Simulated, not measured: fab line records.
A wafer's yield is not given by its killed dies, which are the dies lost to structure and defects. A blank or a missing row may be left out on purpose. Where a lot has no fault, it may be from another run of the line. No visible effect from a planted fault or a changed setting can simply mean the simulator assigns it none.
Split-lot experiment ; flow n5 finfet ; 21 wafers read across 7 lots, on a route 1938 steps long

== THE SPLIT ITSELF ==
At N5_PASSIVATION_EXPOSE_41 (exposes mask PASS OPEN, defocus 0 nm, target cd 40000 nm), the setting dose mj was moved away from the recipe's 57.25 on 7 of the 21 wafers read, by -5.3% to +7.3%. For the rest of the wafers, this setting stayed at what the recipe calls for.

== FROM THE SPLIT TO THE READING: what the file shows between them, 3 steps ==
- N5_PASSIVATION_PEB_42
- N5_PASSIVATION_DEVELOP_43: develop time 60 s
- N5_PASSIVATION_HARDBAKE_45: time 120 s

== THE READING ==
Shown in nm: cd nm at N5_PASSIVATION_CD_MEAS_44, with target cd 40000 nm. A value of 40003 nm with a standard deviation of 5.2 nm is what fault-free wafers of this fab line usually give.

wafer;tool, chamber at the split;dose mj as run;against the recipe;cd nm, nm;against lot-mates on the recipe
L076.2;krf scanner-02, 0;57.25;recipe;40001;-
L076.5;krf scanner-02, 0;57.25;recipe;39997;-
L076.6;krf scanner-02, 0;57.25;recipe;39999;-
L077.1;krf scanner-02, 0;55.81;-2.5%;39995;-3
L077.2;krf scanner-02, 0;57.25;recipe;39998;-
L077.4;krf scanner-02, 0;55.81;-2.5%;39989;-9
L082.1;krf scanner-02, 0;57.25;recipe;40000;-
L082.4;krf scanner-02, 0;58.44;+2.1%;40002;+2
L082.5;krf scanner-02, 0;57.25;recipe;40000;-
L083.2;krf scanner-02, 0;57.25;recipe;40009;-
L083.3;krf scanner-02, 0;57.25;recipe;40007;-
L083.5;krf scanner-02, 0;57.25;recipe;40007;-
L090.1;krf scanner-01, 0;57.25;recipe;40002;-
L090.2;krf scanner-01, 0;61.42;+7.3%;40031;+34
L090.5;krf scanner-01, 0;57.25;recipe;39992;-
L094.3;krf scanner-02, 0;54.24;-5.3%;39984;-20
L094.4;krf scanner-02, 0;54.24;-5.3%;39986;-18
L094.6;krf scanner-02, 0;57.25;recipe;40004;-
L096.1;krf scanner-01, 0;57.25;recipe;40005;-
L096.2;krf scanner-01, 0;60.2;+5.2%;40025;+23
L096.5;krf scanner-01, 0;57.25;recipe;39999;-

THE FIT
A straight line over all 21 wafers: cd nm changes by +3.68 nm for each +1% of dose mj; r = +0.92; the points scatter about the line by 4.5 nm.
The same after taking each lot's own level away (the mean of its wafers on the recipe; 21 wafers): +3.96 nm for each +1%; r = +0.96; scatter 3.2 nm.
That fit puts the effect of the largest move of dose mj on the reading at 29 nm.
The span of the lots' own levels, 39997.0 to 40007.7 nm, comes to 2.1 times the standard deviation stated above.
So the lot-to-lot level changes the slope little: the two slopes agree.
Check: +26.4 nm against its lot-mates is what the line predicts for one of the wafers moved furthest among these (+7.3%) when that wafer is left out of the fit. Against them it came out at +34 nm.

== ADDITIONAL SPLITS CARRIED BY THESE WAFERS ==
Note: prior to the reading, these wafers also went through further splits. Each is held against what the fit with the lots' levels taken away leaves over:
other split on the same wafers;wafers away from the commonest value;r with cd nm (lot level and that fit taken away)
N5_BEOL_M14_TRENCH_ETCH_34 time s;8;-0.02
N5_MIM_BOT_LITHO_EXPOSE_05 dose mj;9;+0.26
N5_PASSIVATION_PECVD_53 temp c;7;-0.08

== THE FILE'S OWN FIT ==
cd nm changes by +4.08 nm for each +1% of dose mj, r = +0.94.
